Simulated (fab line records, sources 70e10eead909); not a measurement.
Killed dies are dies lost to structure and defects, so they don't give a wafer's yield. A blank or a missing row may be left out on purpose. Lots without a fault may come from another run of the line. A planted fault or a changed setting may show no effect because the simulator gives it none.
Chamber matching | flow nand_harc | NHARC_A_STAIRCASE_DEP_325 on pecvd-02: 3 sister chambers
The step deposits SiO2, target thk 7200 nm. 16 wafers are shown with their chamber, then 8 later ones without.

WAFERS WITH THEIR CHAMBER
wafer  | chamber | heater_power_w (W) | heater_power_outer_w (W)
L074.2 | 1       | 620                | 379
L074.3 | 2       | 822                | 434
L074.6 | 1       | 563                | 337
L076.2 | 0       | 732                | 423
L076.3 | 2       | 876                | 491
L076.6 | 1       | 549                | 341
L078.1 | 0       | 668                | 391
L078.3 | 1       | 659                | 407
L078.6 | 0       | 602                | 327
L082.1 | 2       | 867                | 476
L082.3 | 0       | 642                | 367
L082.5 | 1       | 560                | 332
L086.3 | 0       | 641                | 364
L086.5 | 1       | 562                | 341
L086.6 | 2       | 721                | 380
L088.2 | 1       | 656                | 413

SIGNATURES (means of the wafers above)
reading              | chamber 0 | chamber 1 | chamber 2 | scatter within a chamber
heater_power_w       | 657.00    | 595.57    | 821.50    | 54.3
heater_power_outer_w | 374.40    | 364.29    | 445.25    | 39
Rule: a wafer's distance from a chamber is the root of the sum, over the readings, of the square of ((its reading less the chamber's mean) divided by the reading's scatter). The wafer belongs to the nearest chamber; if the next one is less than 2 further off, it can't be placed. The scatter: the root of (the sum of the squares of (reading less its chamber's mean) over the shown wafers, divided by (wafers less chambers)).

WAFERS WITHOUT THEIR CHAMBER
wafer  | heater_power_w (W) | heater_power_outer_w (W)
L088.3 | 874                | 483
L088.6 | 568                | 328
L093.1 | 766                | 406
L093.2 | 695                | 409
L093.4 | 779                | 396
L096.2 | 743                | 475
L096.4 | 565                | 326
L096.6 | 760                | 405

WHICH CHAMBER EACH WENT THROUGH
wafer  | from the rows above          | in truth
L088.3 | 2                            | 2
L088.6 | can't be placed: 1 or 0      | 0
L093.1 | can't be placed: 2 or 0 or 1 | 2
L093.2 | can't be placed: 0 or 1 or 2 | 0
L093.4 | can't be placed: 2 or 0 or 1 | 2
L096.2 | can't be placed: 2 or 0      | 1
L096.4 | can't be placed: 1 or 0      | 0
L096.6 | can't be placed: 2 or 0 or 1 | 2
Placed correctly: 1 of 8. Can't be placed from these rows: 7 (the true chamber is among the candidates in 6). Placed wrongly: 0.
